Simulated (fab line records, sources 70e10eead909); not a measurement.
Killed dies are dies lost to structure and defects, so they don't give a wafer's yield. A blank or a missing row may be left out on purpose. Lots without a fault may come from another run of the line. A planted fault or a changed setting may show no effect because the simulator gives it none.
fab line records | flow nand_harc
record lots=5 wafers=15 last_day=21
route steps=1159 shown P_CONTACT@217
lots that met no fault: from a run of the same line without faults
start_h: hours from the record's first day to the start of the lot's first wafer shown | wait_h: hours since the lot's step before | " the same as in the row above | L1.1+2: a row that stands for several wafers | - no value, or no start given | * or withheld: withheld | < > ~ a bound
route shown NAME@n: a module of which the file shows steps, and the number in the route of the first | usual: mean/standard deviation of fault-free wafers | same: alike in all rows | chamber/n: place in a boat | sites: the reading at each site | _std_site: their standard deviation | _edge_site: outer sites' mean less inner sites' | radius_mm: how far each site lies from the wafer's centre | mask NAME#n: copy n | behind: the tool/chamber that last shaped the wafer | hold: why the lot was held/for how many hours/how that ended | device: the transistor (n, p or np) that didn't switch | end of line: the same wafers' tests at the end of the route | a step without rows: its recipe alone | killed: dies lost to structure and defects at the first sort, not the wafer's yield | map: a wafer's dies, x killed, . not, _ none there
set.NAME: the setting as run; set.NAME@STEP: as run at that earlier step | model.NAME: the simulator's own value behind a step, which no gauge read
lots at some steps of the route; a table a step, a row a wafer
services: from which hour (start_h, from the record's first day; less than 0 if before it) a tool's chamber was out of use, for how many hours, and why
## steps
# step NHARC_P_CONTACT_DEP_30
# recipe target_thk_a=300 temp_c=400 target_thk_nm=30 flow_sccm=200 rf_w=450 material=SiNx
# usual heater_power_outer_w=408/55 heater_power_w=691/75
# columns lot.wafer tool chamber start_h wait_h heater_power_outer_w heater_power_w
L840.2 pecvd-04 2 128.17 0.1 363 638
L840.1 " 1 " " 374 627
L840.6 " 0 " " 320 557
L841.3 pecvd-01 0 144.67 0.1 364 669
L841.2 " 1 " " 418 679
L841.4 " 1 " " 419 687
L845.2 pecvd-03 2 169.12 0.1 516 784
L845.4 " 2 " " 516 769
L845.6 " 0 " " 513 790
L847.1 pecvd-03 1 185.44 0.1 432 702
L847.2 " 2 " " 454 674
L847.6 " 1 " " 436 689
L851.3 pecvd-01 0 211.00 0.1 427 727
L851.6 " 0 " " 423 738
L851.5 " 2 " " 390 698
# step NHARC_P_CONTACT_DEP_00
# recipe target_thk_a=5000 temp_c=400 pressure_torr=6.5 rf_w=900 teos_flow_sccm=161.4 flow_sccm=2650 target_thk_nm=500 gas=O2 material=SiO2
# usual heater_power_outer_w=298/63 heater_power_w=545/78 throttle_valve_pct=15.8/0.43
# columns lot.wafer tool chamber start_h wait_h heater_power_outer_w heater_power_w throttle_valve_pct
L840.2 pecvd-04 2 - - 238 496 16.2
L840.1 " 1 " " 297 519 15.2
L840.6 " 0 " " 134 318 15.2
L841.3 pecvd-01 0 - - 320 613 15.6
L841.2 " 1 " " 326 599 16.5
L841.4 " 1 " " 230 448 16.5
L845.2 pecvd-03 2 - - 361 556 15.7
L845.4 " 2 " " 372 561 15.8
L845.6 " 0 " " 404 647 16.0
L847.1 pecvd-03 1 185.79 0.3 363 585 15.6
L847.2 " 2 " " 375 580 15.9
L847.6 " 1 " " 392 615 15.8
L851.3 pecvd-01 0 - - 328 623 15.7
L851.6 " 0 " " 217 474 15.6
L851.5 " 2 " " 354 659 15.5
# step NHARC_P_CONTACT_CMP_01
# recipe target_thk_nm=200 material=SiO2
# step NHARC_P_CONTACT_SRD_03
# step NHARC_P_CONTACT_DEHYDRATE_04
# recipe temp_c=150 time_s=120
# step NHARC_P_CONTACT_HMDS_05
# recipe time_s=30
# step NHARC_P_CONTACT_COAT_33
# recipe temp_c=260 time_s=75
# step NHARC_P_CONTACT_COAT_34
# recipe temp_c=225 time_s=65
# step NHARC_P_CONTACT_COAT_06
# recipe spin_rpm=1500 resist_thk_nm=90
# step NHARC_P_CONTACT_SOFTBAKE_07
# recipe temp_c=105 time_s=55
# step NHARC_P_CONTACT_EBR_08
# step NHARC_P_CONTACT_EXPOSE_09
# recipe na=1.35 target_cd_nm=90 dose_mj=81.26 mask_id=P_CA
# same na=1.35
# columns lot.wafer tool chamber start_h wait_h mask
L840.1+2+6 arfi_scanner-01 0 129.57 - P_CA#0
L841.2+3+4 arfi_scanner-03 0 146.08 - P_CA#0
L845.2+4+6 arfi_scanner-01 0 170.52 - P_CA#0
L847.1+2+6 arfi_scanner-02 0 187.08 - P_CA#0
L851.3+5+6 arfi_scanner-02 0 212.28 - P_CA_R1#0
# step NHARC_P_CONTACT_PEB_10
# recipe peb_temp_c=100 peb_time_s=65
# step NHARC_P_CONTACT_DEVELOP_11
# recipe develop_time_s=35 dev_temp_c=23
# step NHARC_P_CONTACT_CD_MEAS_12
# recipe target_cd_nm=90 landing_energy_ev=500
# usual cd_nm=89.6/0.48
# columns lot.wafer tool chamber start_h wait_h cd_nm
L840.1 cd_sem-02 0 129.71 - 90.3
L840.2 " 0 " " 90.2
L840.6 " 0 " " 89.8
L841.2 cd_sem-02 0 146.21 - 89.1
L841.3 " 0 " " 88.8
L841.4 " 0 " " 88.9
L845.2 cd_sem-02 0 170.66 - 89.7
L845.4 " 0 " " 89.8
L845.6 " 0 " " 89.7
L847.1 cd_sem-02 0 187.22 - 90.0
L847.2 " 0 " " 89.9
L847.6 " 0 " " 89.7
L851.3 cd_sem-03 0 212.42 - 65.8
L851.5 " 0 " " 64.7
L851.6 " 0 " " 64.8
# step NHARC_P_CONTACT_OVL_MEAS_13
# usual overlay_x_nm=-0.1/0.88 overlay_y_nm=0.1/0.76
# columns lot.wafer tool chamber start_h wait_h overlay_x_nm overlay_y_nm
L840.1 overlay-01 - 129.80 - -0.2 0.9
L840.2 " - " " 0.5 0.5
L840.6 " - " " 0.0 0.6
L841.2 overlay-02 - 146.30 - 0.2 -0.3
L841.3 " - " " 0.3 0.3
L841.4 " - " " 0.0 -0.3
L845.2 overlay-02 - 170.75 - 1.1 -0.7
L845.4 " - " " 1.2 -1.0
L845.6 " - " " 1.5 -0.7
L847.1 overlay-01 - 187.33 - -0.5 1.2
L847.2 " - " " -0.3 0.1
L847.6 " - " " -0.5 1.2
L851.3 overlay-02 - 212.50 - 0.4 -0.9
L851.5 " - " " 0.0 -1.1
L851.6 " - " " 0.8 -1.2
# step NHARC_P_CONTACT_INSPECT_14
# usual raw_defect_count=3.8/2.1
# columns lot.wafer tool chamber start_h wait_h raw_defect_count
L840.1 defect_inspect-02 - 129.84 0.0 2
L840.2 " - " " 2
L840.6 " - " " 5
L841.2 defect_inspect-02 - 146.33 0.0 3
L841.3 " - " " 2
L841.4 " - " " 1
L845.2 defect_inspect-02 - 170.78 0.0 4
L845.4 " - " " 2
L845.6 " - " " 6
L847.1 defect_inspect-02 - 187.37 0.0 3
L847.2 " - " " 1
L847.6 " - " " 2
L851.3 defect_inspect-02 - 212.54 0.0 5
L851.5 " - " " 2
L851.6 " - " " 2
# step NHARC_P_CONTACT_DESCUM_17
# recipe time_s=3 o2_flow_sccm=200 ar_flow_sccm=0 bias_power_w=0 chemistry=O2
# usual drypump_motor_current_A=5.6/0.39 oes_product_au=1.003/0.0077 rf_vpp_V=58.0/0.9 showerhead_plenum_p_Torr=1.97/0.097 throttle_valve_pct=11.311/0.0092
# columns lot.wafer tool chamber start_h wait_h drypump_motor_current_A oes_product_au rf_hours_counter_h rf_vpp_V showerhead_plenum_p_Torr throttle_valve_pct model.P_CONTACT.cd_nm
L840.1 rie_diel-07 2 129.92 0.1 5.5 0.994 7 58.8 1.99 11.314 89.63
L840.2 " 3 " " 5.4 1.008 6 57.0 1.92 11.306 90.09
L840.6 " 0 " " 6.0 0.999 - 58.1 1.83 11.325 89.83
L841.3 rie_diel-07 1 146.41 0.1 5.3 0.989 9 57.2 1.84 11.307 88.78
L841.4 " 2 " " 5.6 1.002 9 58.5 1.99 11.307 88.78
L841.2 " 3 " " 5.3 1.011 7 57.5 1.92 11.307 89.38
L845.2 rie_diel-07 0 170.85 0.1 5.9 0.993 11 57.6 1.83 11.307 89.61
L845.4 " 1 " " 5.3 0.997 11 58.6 1.84 11.300 89.78
L845.6 " 3 " " 5.3 0.997 - 58.6 1.92 11.303 89.8
L847.2 rie_diel-11 0 187.44 0.1 5.5 1.014 15 57.7 2.06 11.314 90.09
L847.1 " 1 " " 5.7 1.010 16 57.7 2.03 11.324 89.86
L847.6 " 2 " " 4.7 1.013 - 58.1 2.05 11.308 90.3
L851.3 rie_diel-06 1 212.60 0.1 6.3 0.987 49 56.2 1.79 11.315 65.76
L851.6 " 0 " " 5.6 1.009 - 58.6 1.95 11.320 65.67
L851.5 " 1 " " 6.4 1.000 - 58.4 1.79 11.324 65.29
# step NHARC_P_CONTACT_ETCH_35
# recipe target_depth_a=390 over_etch_frac=0.3 time_s=65 ion_energy_ev=80 cf4_flow_sccm=150 ar_flow_sccm=0 rf_w=300 bias_w=100 chemistry=CF4
# usual drypump_motor_current_A=5.6/0.36 oes_product_au=1.003/0.0064 rf_vpp_V=151.8/1.3 showerhead_plenum_p_Torr=1.82/0.081 throttle_valve_pct=13.284/0.0086
# same over_etch_frac=0.3
# columns lot.wafer tool chamber start_h wait_h drypump_motor_current_A oes_product_au rf_hours_counter_h rf_vpp_V showerhead_plenum_p_Torr throttle_valve_pct
L840.1 rie_diel-07 0 129.98 0.1 6.0 1.008 7 151.5 1.70 13.279
L840.2 " 3 " " 5.3 1.007 6 151.8 1.77 13.272
L840.6 " 1 " " 5.3 1.015 - 150.5 1.71 13.279
L841.3 rie_diel-07 1 146.49 0.1 5.3 1.002 9 149.7 1.71 13.294
L841.2 " 2 " " 5.5 1.002 9 150.9 1.83 13.284
L841.4 " 0 " " 5.9 1.006 8 148.5 1.70 13.291
L845.2 rie_diel-07 2 170.93 0.1 5.5 1.002 11 151.5 1.83 13.294
L845.4 " 0 " " 5.9 1.010 11 150.0 1.70 13.293
L845.6 " 2 " " 5.5 1.002 - 152.8 1.83 13.290
L847.1 rie_diel-11 3 187.51 0.1 5.6 0.994 16 150.6 1.90 13.281
L847.2 " 2 " " 4.6 0.995 15 153.7 1.89 13.298
L847.6 " 3 " " 5.6 0.997 - 152.0 1.90 13.286
L851.3 rie_diel-06 2 212.69 0.1 5.8 1.015 50 151.3 1.86 13.284
L851.5 " 0 " " 5.6 0.999 - 152.0 1.80 13.300
L851.6 " 1 " " 6.4 0.993 - 150.6 1.67 13.281
# step NHARC_P_CONTACT_ETCH_36
# recipe target_depth_a=2600 over_etch_frac=0.25 time_s=406.25 ion_energy_ev=200 n2_flow_sccm=150 h2_flow_sccm=150 ar_flow_sccm=0 rf_w=400 bias_w=150 chemistry=N2/H2
# step NHARC_P_CONTACT_ETCH_18
# recipe target_depth_a=4810 time_s=240.5 c4f8_flow_sccm=20 o2_flow_sccm=10 ar_flow_sccm=withheld rf_w=600 bias_w=1500 chemistry=C4F8/O2/Ar
# usual oes_product_au=0.961/0.018 rf_vpp_V=982/6.6
# columns lot.wafer tool chamber start_h wait_h oes_product_au rf_hours_counter_h rf_vpp_V
L840.2 rie_diel-07 2 - - 0.980 8 983
L840.1 " 3 " " 0.980 6 978
L840.6 " 0 " " 0.972 - 973
L841.2 rie_diel-07 2 - - 0.984 9 985
L841.4 " 3 " " 0.978 8 978
L841.3 " 1 " " 0.957 9 973
L845.2 rie_diel-07 0 - - 0.962 11 972
L845.4 " 1 " " 0.977 11 972
L845.6 " 1 " " 0.973 - 973
L847.2 rie_diel-11 2 - - 0.966 15 986
L847.1 " 1 " " 0.995 16 986
L847.6 " 3 " " 0.955 - 989
L851.3 rie_diel-06 0 - - 0.957 48 979
L851.5 " 3 " " 0.958 - 988
L851.6 " 0 " " 0.959 - 982
# step NHARC_P_CONTACT_STRIP_37
# recipe c4f8_flow_sccm=withheld o2_flow_sccm=8 ar_flow_sccm=withheld bias_w=0 chemistry=C4F8/O2/Ar
# step NHARC_P_CONTACT_ETCH_31
# recipe target_depth_a=300 time_s=85.7 ion_energy_ev=120 over_etch_frac=1 ch3f_flow_sccm=50 o2_flow_sccm=30 ar_flow_sccm=200 rf_w=500 bias_w=100 chemistry=CH3F/O2
# usual drypump_motor_current_A=5.5/0.39 oes_product_au=0.982/0.011 rf_vpp_V=245.3/1.8 showerhead_plenum_p_Torr=2.53/0.12 throttle_valve_pct=20.664/0.0092
# same over_etch_frac=1
# columns lot.wafer tool chamber start_h wait_h drypump_motor_current_A oes_product_au rf_hours_counter_h rf_vpp_V showerhead_plenum_p_Torr throttle_valve_pct model.P_CONTACT.cd_nm
L840.1 rie_diel-07 1 - - 5.3 0.975 8 243.3 2.37 20.667 91.01
L840.2 " 2 " " 5.5 0.994 8 243.7 2.55 20.666 89.68
L840.6 " 2 " " 5.5 0.984 - 245.0 2.55 20.659 89.66
L841.2 rie_diel-07 0 - - 5.9 0.971 9 242.5 2.36 20.652 89.66
L841.3 " 1 " " 5.3 0.983 9 244.2 2.37 20.669 89.34
L841.4 " 2 " " 5.5 0.992 9 245.5 2.55 20.657 89.46
L845.4 rie_diel-07 0 - - 6.0 0.984 11 243.9 2.36 20.658 88.78
L845.2 " 1 " " 5.3 0.985 12 243.2 2.37 20.653 86.91
L845.6 " 0 " " 6.0 0.986 - 243.9 2.36 20.672 88.48
L847.1 rie_diel-11 3 - - 5.6 0.988 16 247.7 2.64 20.661 90.74
L847.2 " 0 " " 5.5 0.997 16 245.6 2.64 20.671 90.63
L847.6 " 1 " " 5.6 0.991 - 245.5 2.60 20.665 90.01
L851.3 rie_diel-06 0 - - 5.7 0.975 49 244.8 2.50 20.662 67.39
L851.6 " 1 " " 6.3 0.951 - 240.9 2.31 20.680 66.03
L851.5 " 2 " " 5.8 0.972 - 244.6 2.59 20.658 67.21
# step NHARC_P_CONTACT_CD_MEAS_19
# usual cd_nm=89.3/1.1
# columns lot.wafer tool chamber start_h wait_h cd_nm
L840.1 cd_sem-03 - 130.77 - 90.7
L840.2 " - " " 89.8
L840.6 " - " " 89.6
L841.2 cd_sem-01 - 147.27 - 89.2
L841.3 " - " " 89.3
L841.4 " - " " 89.3
L845.2 cd_sem-02 - 171.72 - 86.8
L845.4 " - " " 88.9
L845.6 " - " " 88.8
L847.1 cd_sem-02 - 188.31 - 90.7
L847.2 " - " " 90.1
L847.6 " - " " 90.1
L851.3 cd_sem-01 - 213.86 - 67.0
L851.5 " - " " 67.5
L851.6 " - " " 66.1
# step NHARC_P_CONTACT_STRIP_28
# recipe o2_flow_sccm=500 ar_flow_sccm=0 bias_w=0 chemistry=O2
# usual drypump_motor_current_A=5.5/0.35 oes_product_au=1.002/0.0074 rf_vpp_V=57.8/0.92 showerhead_plenum_p_Torr=3.62/0.15 throttle_valve_pct=17.037/0.0091
# columns lot.wafer tool chamber start_h wait_h drypump_motor_current_A oes_product_au rf_hours_counter_h rf_vpp_V showerhead_plenum_p_Torr throttle_valve_pct
L840.2 rie_diel-07 2 130.84 0.1 5.5 0.995 8 58.0 3.65 17.041
L840.1 " 1 " " 5.3 0.979 8 56.8 3.41 17.038
L840.6 " 3 " " 5.3 1.000 - 58.1 3.54 17.037
L841.4 rie_diel-11 3 147.36 0.1 5.6 1.000 13 57.5 3.79 17.032
L841.3 " 0 " " 5.5 0.993 13 58.4 3.78 17.050
L841.2 " 1 " " 5.6 0.998 13 58.5 3.73 17.039
L845.2 rie_diel-07 2 171.79 0.1 5.5 1.008 11 58.2 3.65 17.029
L845.4 " 3 " " 5.4 1.002 10 56.5 3.53 17.025
L845.6 " 3 " " 5.3 1.012 - 57.8 3.53 17.051
L847.2 rie_diel-11 1 188.38 0.1 5.6 1.001 16 59.7 3.73 17.031
L847.1 " 2 " " 4.7 0.998 16 58.4 3.77 17.031
L847.6 " 2 " " 4.7 0.996 - 58.8 3.77 17.026
L851.3 rie_diel-06 0 213.98 0.1 5.7 0.998 49 57.6 3.59 17.032
L851.6 " 1 " " 6.4 0.989 - 57.9 3.32 17.025
L851.5 " 2 " " 5.8 1.003 - 58.1 3.71 17.045
## services
# columns tool chamber start_h hours kind
rie_diel-07 - 108.36 0.9 repair
rie_diel-11 2 109.19 7.4 repair
pecvd-03 - 111.00 13.0 pm
arfi_scanner-01 - 115.01 2.3 repair
rie_diel-07 0 133.39 - clean
rie_diel-07 1 133.39 - clean
rie_diel-07 2 133.39 - clean
rie_diel-07 3 133.39 - clean
arfi_scanner-03 - 140.00 4.0 pm
rie_diel-11 2 149.65 5.6 repair
rie_diel-07 0 157.89 - clean
rie_diel-07 1 157.89 - clean
rie_diel-07 2 157.89 - clean
rie_diel-07 3 157.89 - clean
arfi_scanner-03 - 159.18 0.6 repair
rie_diel-07 3 173.97 4.9 repair
rie_diel-07 0 179.07 7.1 repair
rie_diel-07 1 182.39 - clean
rie_diel-07 2 182.39 - clean
rie_diel-07 3 182.39 - clean
pecvd-03 0 183.31 11.8 repair
rie_diel-11 - 189.50 9.0 pm
pecvd-04 - 195.13 13.0 pm
rie_diel-07 0 206.89 - clean
## key
first_sign step=NHARC_P_CONTACT_EXPOSE_09 reading=mask direction=changed
effect step=NHARC_P_CONTACT_CD_MEAS_12 reading=cd_nm direction=down sigmas=51 usual=89.6 struck=65.1
effect step=NHARC_P_CONTACT_CD_MEAS_19 reading=cd_nm direction=down sigmas=21 usual=89.3 struck=66.8
model_effect step=NHARC_P_CONTACT_DESCUM_17 value=P_CONTACT.cd_nm without=90.2 struck=65.57
model_effect step=NHARC_P_CONTACT_ETCH_31 value=P_CONTACT.cd_nm without=91.51 struck=66.88
met_at NHARC_P_CONTACT_EXPOSE_09
struck_wafers L851.3,L851.5,L851.6
later_rows_left_out L851.3,L851.5,L851.6
sort_left_out L851.3,L851.5,L851.6
tester_left_out L851
onset_between 187.08 212.28
fault kind=wrong_mask tool=any chamber=- onset_h=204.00 steps=NHARC_P_CONTACT_EXPOSE_09 aux_copy=P_CA_R1#0 cd_offset_nm=-24.631 scope=struck_lots_only
# tester_left_out: of these lots the tester's yield and bins aren't shown, on N5 and GAA mostly nor the transistor test; their killed dies are dies lost to structure and defects alone, not to doping, threshold or leakage, so they don't give the yield
# sort_left_out: the simulated sort isn't trusted on such a fault, so these wafers' sort isn't shown, and their yield isn't known
# later_rows_left_out: the simulator's readings of these wafers behind a module that went badly wrong aren't trusted and aren't shown, but for the sort
